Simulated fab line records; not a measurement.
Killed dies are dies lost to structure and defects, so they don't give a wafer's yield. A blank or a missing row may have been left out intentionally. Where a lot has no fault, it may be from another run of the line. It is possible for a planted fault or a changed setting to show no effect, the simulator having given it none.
A single fault, viewed from 2 desks -- flow n5-finfet -- each desk has only its own numbers; what lay behind them comes last

METROLOGY DESK
Lot by lot, what the gauges showed, no matter which tool ran the lot: averages of those sampled wafers that carry a number. A lot is out of limits, marked OUT, if its mean lies more than 4 standard deviations from the usual mean; the brackets give that distance.
Columns: A = cd-nm at N5_BEOL_M7_CD_MEAS_28, usual 39.97 nm; B = V6_OVL at N5_BEOL_M7_OVL_MEAS_29, usual -0.6 nm
lot,first seen here,A,B
L785,day 9 18:42,39.82,-0.8
L788,day 10 13:40,40.00,-0.3
L792,day 11 15:40,40.00,-0.8
L789,day 11 19:28,40.05,-0.1
L797,day 13 04:40,39.94,-1.0
L802,day 13 20:11,39.99,-0.2
L801,day 13 23:04,39.67,-0.8
L804,day 14 18:33,40.20,-0.9
L805,day 15 03:41,40.15,-0.0
L807,day 15 06:07,40.05,-1.3
Result from this desk: across the 10 lots, nothing is out of limits.

FOR THE TOOL OWNER'S DESK: rie-diel-04
The tool's own readings at N5_BEOL_M7_ETCH_66 (etches SOC in N2/H2, target depth 80 nm, overetch 16 nm, time 120 s): means of the sampled wafers that have a number, for each lot that ran on this tool. A lot is out of limits, marked OUT, if its mean lies more than 4 standard deviations from the usual mean; the brackets give that distance.
Columns: A = bias-w at N5_BEOL_M7_ETCH_66, usual 150.0 W; B = drypump-motor-current-A at N5_BEOL_M7_ETCH_66, usual 5.8 A; C = oes-product-au at N5_BEOL_M7_ETCH_66, usual 0.59 a.u.; D = rf-vpp-V at N5_BEOL_M7_ETCH_66, usual 523.9 V; E = showerhead-plenum-p-Torr at N5_BEOL_M7_ETCH_66, usual 2.55 Torr; F = throttle-valve-pct at N5_BEOL_M7_ETCH_66, usual 17.89 %
lot,first seen here,A,B,C,D,E,F
L785,day 9 18:54,149.8,6.3,0.58,525.8,2.62,17.79
L788,day 10 13:55,144.2 (-13) OUT,6.0,0.55,513.3 (-4.6) OUT,2.63,18.03
L792,day 11 15:53,144.3 (-12) OUT,6.2,0.62,512.4 (-5.0) OUT,2.60,17.57
L805,day 15 04:02,150.4,6.0,0.61,525.0,2.60,17.87
This desk's verdict: out of limits on L788, L792, starting with L788 at day 10 13:55 (bias-w at N5_BEOL_M7_ETCH_66). L785, L805 stayed within limits.

ALL TOGETHER
At day 10 13:55, on L788, L792, the tool owner's desk was in a position to raise an alarm.
At the metrology desk, nothing out of limits was observed.
The metrology desk holds a record of L788, L792, inside its limits.
N5_BEOL_M7_ETCH_66 was run on rie-diel-04 by each of the lots named.

WHAT THE SIMULATOR HAD PUT IN
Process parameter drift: rie-diel-04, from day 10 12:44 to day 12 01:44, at N5_BEOL_M7_ETCH_66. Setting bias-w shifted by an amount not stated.
Shown lots that were struck: L788, L792.
Time in hours from fault onset to the first out-of-limits reading at each desk: the tool owner's desk, 1.
